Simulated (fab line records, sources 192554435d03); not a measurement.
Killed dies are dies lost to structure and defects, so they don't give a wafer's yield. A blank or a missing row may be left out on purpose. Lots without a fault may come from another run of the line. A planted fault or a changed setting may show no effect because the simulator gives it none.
Chamber matching | flow n5_finfet | N5_PMOS_HMC_CHANNEL_EPI_FIN_RECESS_16 on rie_si-01: 4 sister chambers
The step chemistry HBr/Cl2, target Si, target depth 54 nm, time 18 s. 18 wafers are shown with their chamber, then 9 later ones without.

WAFERS WITH THEIR CHAMBER
wafer  | chamber | throttle_valve_pct (%) | oes_product_au (a.u.)
L074.1 | 1       | 35.0                   | 1.012
L074.5 | 1       | 35.0                   | 1.018
L074.6 | 2       | 36.0                   | 0.993
L080.3 | 1       | 35.0                   | 1.023
L080.5 | 1       | 35.0                   | 1.024
L080.6 | 0       | 34.6                   | 0.982
L082.1 | 3       | 35.6                   | 1.011
L082.4 | 0       | 34.6                   | 0.983
L082.5 | 0       | 34.6                   | 0.988
L084.2 | 3       | 35.6                   | 1.010
L084.4 | 2       | 36.0                   | 0.985
L084.5 | 0       | 34.6                   | 0.973
L086.1 | 0       | 34.6                   | 0.990
L086.3 | 2       | 36.0                   | 0.995
L086.4 | 3       | 35.6                   | 1.014
L090.2 | 2       | 35.9                   | 0.996
L090.5 | 3       | 35.6                   | 1.024
L090.6 | 2       | 35.9                   | 1.002

SIGNATURES (means of the wafers above)
reading            | chamber 0 | chamber 1 | chamber 2 | chamber 3 | scatter within a chamber
throttle_valve_pct | 34.600    | 35.000    | 35.960    | 35.600    | 0.0293
oes_product_au     | 0.98320   | 1.01925   | 0.99420   | 1.01475   | 0.00621
Rule: a wafer's distance from a chamber is the root of the sum, over the readings, of the square of ((its reading less the chamber's mean) divided by the reading's scatter). The wafer belongs to the nearest chamber; if the next one is less than 2 further off, it can't be placed. The scatter: the root of (the sum of the squares of (reading less its chamber's mean) over the shown wafers, divided by (wafers less chambers)).

WAFERS WITHOUT THEIR CHAMBER
wafer  | throttle_valve_pct (%) | oes_product_au (a.u.)
L092.1 | 35.0                   | 1.032
L092.2 | 34.6                   | 0.974
L092.5 | 36.0                   | 0.995
L094.3 | 35.0                   | 1.020
L094.4 | 35.6                   | 1.012
L094.5 | 35.6                   | 1.012
L096.2 | 34.6                   | 0.977
L096.3 | 36.0                   | 0.984
L096.4 | 35.6                   | 1.023

WHICH CHAMBER EACH WENT THROUGH
wafer  | from the rows above | in truth
L092.1 | 1                   | 1
L092.2 | 0                   | 0
L092.5 | 2                   | 2
L094.3 | 1                   | 1
L094.4 | 3                   | 3
L094.5 | 3                   | 3
L096.2 | 0                   | 0
L096.3 | 2                   | 2
L096.4 | 3                   | 3
Placed correctly: 9 of 9. Can't be placed from these rows: 0. Placed wrongly: 0.
